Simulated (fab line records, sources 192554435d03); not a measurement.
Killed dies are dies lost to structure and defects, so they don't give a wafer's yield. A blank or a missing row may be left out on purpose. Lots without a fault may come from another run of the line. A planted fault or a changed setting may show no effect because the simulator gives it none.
Chamber matching | flow n5_finfet | N5_SDB_HM_DEP_00 on pecvd-03: 3 sister chambers
The step deposits SiNx from SiH4/NH3/N2, target thk 40 nm, time 35.3 s. 22 wafers are shown with their chamber, then 11 later ones without.

WAFERS WITH THEIR CHAMBER
wafer  | chamber | throttle_valve_pct (%) | showerhead_plenum_p_Torr (Torr) | heater_power_w (W)
L074.1 | 2       | 38.5                   | 5.07                            | 584
L074.4 | 0       | 37.7                   | 5.16                            | 865
L074.5 | 2       | 38.7                   | 5.08                            | 607
L076.2 | 0       | 37.6                   | 5.15                            | 852
L076.3 | 2       | 39.0                   | 5.08                            | 590
L076.5 | 0       | 37.8                   | 5.14                            | 826
L077.2 | 1       | 41.7                   | 5.25                            | 860
L077.3 | 0       | 37.7                   | 5.16                            | 779
L077.5 | 0       | 37.9                   | 5.14                            | 811
L080.2 | 2       | 38.8                   | 5.07                            | 581
L080.3 | 0       | 37.9                   | 5.15                            | 860
L080.5 | 2       | 38.7                   | 5.07                            | 581
L085.4 | 0       | 38.0                   | 5.15                            | 819
L085.5 | 2       | 38.7                   | 5.08                            | 588
L085.6 | 1       | 41.5                   | 5.27                            | 872
L088.1 | 2       | 38.8                   | 5.08                            | 532
L088.3 | 0       | 38.1                   | 5.16                            | 874
L088.4 | 2       | 38.9                   | 5.08                            | 522
L089.3 | 2       | 38.9                   | 5.07                            | 634
L089.4 | 0       | 38.0                   | 5.16                            | 792
L089.5 | 2       | 38.7                   | 5.09                            | 631
L090.3 | 0       | 38.0                   | 5.17                            | 800

SIGNATURES (means of the wafers above)
reading                  | chamber 0 | chamber 1 | chamber 2 | scatter within a chamber
throttle_valve_pct       | 37.870    | 41.600    | 38.770    | 0.153
showerhead_plenum_p_Torr | 5.1540    | 5.2600    | 5.0770    | 0.00874
heater_power_w           | 827.80    | 866.00    | 585.00    | 33.9
Rule: a wafer's distance from a chamber is the root of the sum, over the readings, of the square of ((its reading less the chamber's mean) divided by the reading's scatter). The wafer belongs to the nearest chamber; if the next one is less than 2 further off, it can't be placed. The scatter: the root of (the sum of the squares of (reading less its chamber's mean) over the shown wafers, divided by (wafers less chambers)).

WAFERS WITHOUT THEIR CHAMBER
wafer  | throttle_valve_pct (%) | showerhead_plenum_p_Torr (Torr) | heater_power_w (W)
L090.4 | 38.7                   | 5.08                            | 605
L090.6 | 41.7                   | 5.26                            | 861
L092.1 | 38.8                   | 5.08                            | 635
L092.4 | 41.4                   | 5.26                            | 842
L092.6 | 38.1                   | 5.16                            | 867
L091.2 | 38.3                   | 5.15                            | 871
L091.4 | 38.7                   | 5.07                            | 637
L091.5 | 41.4                   | 5.25                            | 828
L094.2 | 38.6                   | 5.07                            | 601
L094.3 | 41.4                   | 5.24                            | 900
L094.6 | 38.3                   | 5.16                            | 751

WHICH CHAMBER EACH WENT THROUGH
wafer  | from the rows above | in truth
L090.4 | 2                   | 2
L090.6 | 1                   | 1
L092.1 | 2                   | 2
L092.4 | 1                   | 1
L092.6 | 0                   | 0
L091.2 | 0                   | 0
L091.4 | 2                   | 2
L091.5 | 1                   | 1
L094.2 | 2                   | 2
L094.3 | 1                   | 1
L094.6 | 0                   | 0
Placed correctly: 11 of 11. Can't be placed from these rows: 0. Placed wrongly: 0.
